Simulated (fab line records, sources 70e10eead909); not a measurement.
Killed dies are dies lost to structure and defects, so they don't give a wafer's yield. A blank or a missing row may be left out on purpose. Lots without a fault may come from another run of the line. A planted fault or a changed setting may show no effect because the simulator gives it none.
Tool commonality check | flow nand_harc | 13 lots, 35 wafers sampled

WHY IT WAS OPENED
At NHARC_THIN_TSV_CD_MEAS_37 the reading cd_nm is flagged on 2 of 13 lots. Wafers without a fault read 5000.3 nm, standard deviation 1.9.
Rule: a lot is flagged when every wafer of it that has a number lies more than 4 standard deviations from that mean, or none has a number. The other lots count as sound.

lot  | measured     | on        | cd_nm (nm), wafer by wafer | flag
L779 | day 24 15:30 | cd_sem-03 | 5000.3 4997.8 4998.0       |
L778 | day 24 16:49 | cd_sem-02 | 5002.5 5001.0 5004.8       |
L781 | day 26 02:10 | cd_sem-02 | 4998.4 5001.4 4998.8       |
L783 | day 26 09:55 | cd_sem-01 | 5002.7 5001.0 4997.9       |
L784 | day 26 11:20 | cd_sem-03 | 5000.8 4999.6 5001.9       |
L787 | day 28 17:46 | cd_sem-02 | 4998.6 5000.3 4998.7       |
L788 | day 28 20:14 | cd_sem-03 | 5003.6 5000.6 5003.5       |
L791 | day 29 09:39 | cd_sem-01 | 4977.6                     | FLAGGED
L794 | day 31 11:31 | cd_sem-02 | 4997.1 5002.2 4998.0       |
L790 | day 31 15:17 | cd_sem-01 | 4981.3                     | FLAGGED
L799 | day 32 19:33 | cd_sem-02 | 5000.9 5000.0 4999.0       |
L798 | day 33 00:02 | cd_sem-03 | 5000.2 5002.7 5005.3       |
L800 | day 33 15:08 | cd_sem-03 | 5000.1 4996.9 4997.9       |
The numbers of the flagged lots are 4979.5 nm on average: -20.8 nm against the usual, or -11 standard deviations.

WHICH TOOL RAN EACH LOT
The record holds 4 process steps before the reading, out of a route of 1302 steps. In each cell: the tool, then ch and the chambers that the sampled wafers went through, then the start.
lot  | flag    | NHARC_THIN_TSV_PRE_CLEAN_50             | NHARC_THIN_TSV_PVD_51                   | NHARC_THIN_TSV_PRE_CLEAN_54  | NHARC_THIN_TSV_ETCH_59
L779 |         | pvd_sputter-01, day 24 13:00 or earlier | pvd_sputter-01, day 24 13:00 or earlier | pvd_sputter-03, day 24 13:00 | rie_metal-03 ch 0,1, day 24 14:21
L778 |         | pvd_sputter-03, day 24 14:19 or earlier | pvd_sputter-03, day 24 14:19 or earlier | pvd_sputter-01, day 24 14:19 | rie_metal-01 ch 0,1, day 24 15:44
L781 |         | pvd_sputter-01, day 25 23:47 or earlier | pvd_sputter-01, day 25 23:47 or earlier | pvd_sputter-01, day 25 23:47 | rie_metal-02 ch 0,1, day 26 01:01
L783 |         | pvd_sputter-01, day 26 07:32 or earlier | pvd_sputter-01, day 26 07:32 or earlier | pvd_sputter-01, day 26 07:32 | rie_metal-02 ch 0,1, day 26 08:46
L784 |         | pvd_sputter-02, day 26 08:49 or earlier | pvd_sputter-02, day 26 08:49 or earlier | pvd_sputter-02, day 26 08:49 | rie_metal-03 ch 0,1, day 26 10:10
L787 |         | pvd_sputter-02, day 28 15:14 or earlier | pvd_sputter-02, day 28 15:14 or earlier | pvd_sputter-02, day 28 15:14 | rie_metal-02 ch 0,1, day 28 16:30
L788 |         | pvd_sputter-01, day 28 17:36 or earlier | pvd_sputter-01, day 28 17:36 or earlier | pvd_sputter-01, day 28 17:36 | rie_metal-02 ch 0,1, day 28 19:02
L791 | FLAGGED | pvd_sputter-03, day 29 07:07 or earlier | pvd_sputter-03, day 29 07:07 or earlier | pvd_sputter-01, day 29 07:07 | rie_metal-02 ch 0, day 29 08:28
L794 |         | pvd_sputter-02, day 31 09:02 or earlier | pvd_sputter-02, day 31 09:02 or earlier | pvd_sputter-01, day 31 09:02 | rie_metal-01 ch 0,1, day 31 10:22
L790 | FLAGGED | pvd_sputter-02, day 31 12:48 or earlier | pvd_sputter-02, day 31 12:48 or earlier | pvd_sputter-01, day 31 12:48 | rie_metal-02 ch 0, day 31 14:07
L799 |         | pvd_sputter-01, day 32 17:10 or earlier | pvd_sputter-01, day 32 17:10 or earlier | pvd_sputter-03, day 32 17:10 | rie_metal-01 ch 0,1, day 32 18:26
L798 |         | pvd_sputter-01, day 32 21:38 or earlier | pvd_sputter-01, day 32 21:38 or earlier | pvd_sputter-03, day 32 21:38 | rie_metal-03 ch 0, day 32 22:53
L800 |         | pvd_sputter-02, day 33 12:46 or earlier | pvd_sputter-02, day 33 12:46 or earlier | pvd_sputter-01, day 33 12:46 | rie_metal-03 ch 0,1, day 33 14:02
What these steps do:
- NHARC_THIN_TSV_PRE_CLEAN_50: time 30 s.
- NHARC_THIN_TSV_PVD_51: deposits Cu, target thk 100 nm.
- NHARC_THIN_TSV_PRE_CLEAN_54: time 30 s.
- NHARC_THIN_TSV_ETCH_59: etches the open film in Cl2/BCl3, target depth 880 nm, time 138.1 s.
- NHARC_THIN_TSV_CD_MEAS_37

FLAGGED OVER TOTAL, TOOL BY TOOL (the gauges that took the reading come last)
step                        | tool           | lots run | flagged | share of the flagged lots | sound lots run after its first flagged lot
NHARC_THIN_TSV_PRE_CLEAN_50 | pvd_sputter-01 | 6        | 0       | none                      | -
NHARC_THIN_TSV_PRE_CLEAN_50 | pvd_sputter-02 | 5        | 1       | some                      | 1 (L800)
NHARC_THIN_TSV_PRE_CLEAN_50 | pvd_sputter-03 | 2        | 1       | some                      | 0
NHARC_THIN_TSV_PVD_51       | pvd_sputter-01 | 6        | 0       | none                      | -
NHARC_THIN_TSV_PVD_51       | pvd_sputter-02 | 5        | 1       | some                      | 1 (L800)
NHARC_THIN_TSV_PVD_51       | pvd_sputter-03 | 2        | 1       | some                      | 0
NHARC_THIN_TSV_PRE_CLEAN_54 | pvd_sputter-01 | 8        | 2       | all                       | 2 (L794,L800)
NHARC_THIN_TSV_PRE_CLEAN_54 | pvd_sputter-02 | 2        | 0       | none                      | -
NHARC_THIN_TSV_PRE_CLEAN_54 | pvd_sputter-03 | 3        | 0       | none                      | -
NHARC_THIN_TSV_ETCH_59      | rie_metal-01   | 3        | 0       | none                      | -
NHARC_THIN_TSV_ETCH_59      | rie_metal-02   | 6        | 2       | all                       | 0
NHARC_THIN_TSV_ETCH_59      | rie_metal-03   | 4        | 0       | none                      | -
NHARC_THIN_TSV_CD_MEAS_37   | cd_sem-01      | 3        | 2       | all                       | 0
NHARC_THIN_TSV_CD_MEAS_37   | cd_sem-02      | 5        | 0       | none                      | -
NHARC_THIN_TSV_CD_MEAS_37   | cd_sem-03      | 5        | 0       | none                      | -
NHARC_THIN_TSV_PRE_CLEAN_50 gives no start for some lots, so the hours and the order of its lots are those of NHARC_THIN_TSV_PRE_CLEAN_54. NHARC_THIN_TSV_PVD_51 gives no start for some lots, so the hours and the order of its lots are those of NHARC_THIN_TSV_PRE_CLEAN_54.

WHAT THE TABLE ALLOWS
3 rows of the table ran every flagged lot: pvd_sputter-01 at NHARC_THIN_TSV_PRE_CLEAN_54, rie_metal-02 at NHARC_THIN_TSV_ETCH_59, cd_sem-01 at NHARC_THIN_TSV_CD_MEAS_37.
- pvd_sputter-01 at NHARC_THIN_TSV_PRE_CLEAN_54: 2 of its 8 lots flagged. Sound lots ran on it after the first flagged one (L794, L800), which a lasting fault on the whole tool wouldn't allow.
- rie_metal-02 at NHARC_THIN_TSV_ETCH_59: 2 of its 6 lots flagged. Its last sound lot is L788 (day 28 19:02), its first flagged lot L791 (day 29 08:28): a fault that began between those two fits. Its own readings lie more than 4 standard deviations out on every wafer of the flagged lots: oes_product_au.
- cd_sem-01 at NHARC_THIN_TSV_CD_MEAS_37: 2 of its 3 lots flagged. Its last sound lot is L783 (day 26 09:55), its first flagged lot L791 (day 29 09:39): a fault that began between those two fits.
Counting lots can't tell these 2 tools apart, because each fits a fault that began at some hour. More lots, or a look at what each step does to the wafer, might.

WHAT THE SIMULATOR HAD PUT IN
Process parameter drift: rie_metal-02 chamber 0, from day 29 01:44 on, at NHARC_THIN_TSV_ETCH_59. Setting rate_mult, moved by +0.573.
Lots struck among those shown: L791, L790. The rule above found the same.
